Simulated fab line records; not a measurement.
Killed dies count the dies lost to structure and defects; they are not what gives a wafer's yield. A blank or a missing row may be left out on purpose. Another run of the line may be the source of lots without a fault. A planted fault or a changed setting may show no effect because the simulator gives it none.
Matching of chambers || flow nandHarc || NHARC_A_M1_STRIP_18 on rieDiel-05: 4 sister chambers
The step strips in N2/H2. 8 wafers are shown with their chamber, then 6 later ones without.

== WAFERS WITH THEIR CHAMBER ==
{"wafer": "L833.6", "chamber": 1, "drypumpMotorCurrentA (A)": 5.9, "oesProductAu (a.u.)": 1.017}
{"wafer": "L832.6", "chamber": 1, "drypumpMotorCurrentA (A)": 5.9, "oesProductAu (a.u.)": 1.011}
{"wafer": "L834.2", "chamber": 2, "drypumpMotorCurrentA (A)": 5.4, "oesProductAu (a.u.)": 1.008}
{"wafer": "L834.4", "chamber": 3, "drypumpMotorCurrentA (A)": 6.3, "oesProductAu (a.u.)": 1.024}
{"wafer": "L839.6", "chamber": 0, "drypumpMotorCurrentA (A)": 6.0, "oesProductAu (a.u.)": 0.991}
{"wafer": "L844.2", "chamber": 2, "drypumpMotorCurrentA (A)": 5.4, "oesProductAu (a.u.)": 1.018}
{"wafer": "L844.4", "chamber": 0, "drypumpMotorCurrentA (A)": 6.0, "oesProductAu (a.u.)": 1.000}
{"wafer": "L844.6", "chamber": 3, "drypumpMotorCurrentA (A)": 6.4, "oesProductAu (a.u.)": 1.012}

== WAFERS WHOSE CHAMBER IS MISSING ==
{"wafer": "L845.1", "drypumpMotorCurrentA (A)": 6.4, "oesProductAu (a.u.)": 1.009}
{"wafer": "L845.4", "drypumpMotorCurrentA (A)": 5.4, "oesProductAu (a.u.)": 1.013}
{"wafer": "L845.6", "drypumpMotorCurrentA (A)": 6.0, "oesProductAu (a.u.)": 0.993}
{"wafer": "L846.2", "drypumpMotorCurrentA (A)": 6.0, "oesProductAu (a.u.)": 1.013}
{"wafer": "L846.5", "drypumpMotorCurrentA (A)": 6.4, "oesProductAu (a.u.)": 1.009}
{"wafer": "L846.6", "drypumpMotorCurrentA (A)": 6.0, "oesProductAu (a.u.)": 1.016}

== CHAMBER TAKEN BY EACH ==
{"wafer": "L845.1", "from the rows above": 3, "in truth": 3}
{"wafer": "L845.4", "from the rows above": 2, "in truth": 2}
{"wafer": "L845.6", "from the rows above": 0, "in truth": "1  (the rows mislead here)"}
{"wafer": "L846.2", "from the rows above": "can't be placed: 0 or 1", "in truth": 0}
{"wafer": "L846.5", "from the rows above": 3, "in truth": 3}
{"wafer": "L846.6", "from the rows above": "can't be placed: 1 or 0", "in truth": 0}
Correctly placed: 3 of 6. Unplaceable from these rows: 2, with the true chamber sitting among the candidates in 2. Number placed wrongly: 1.
How it was worked out, from the rows above alone: a wafer's distance from a chamber is the root of the sum, over the readings, of the square of ((its reading less the chamber's mean) divided by the reading's scatter). If the next closest chamber is less than 2 further off than the closest, the wafer can't be placed; otherwise it belongs to the closest. Each chamber's mean is taken over the wafers shown for it. How the scatter is found: for the shown wafers, subtract from each reading the mean of its chamber, square and add these, divide the total by (wafers less chambers), then take the root.
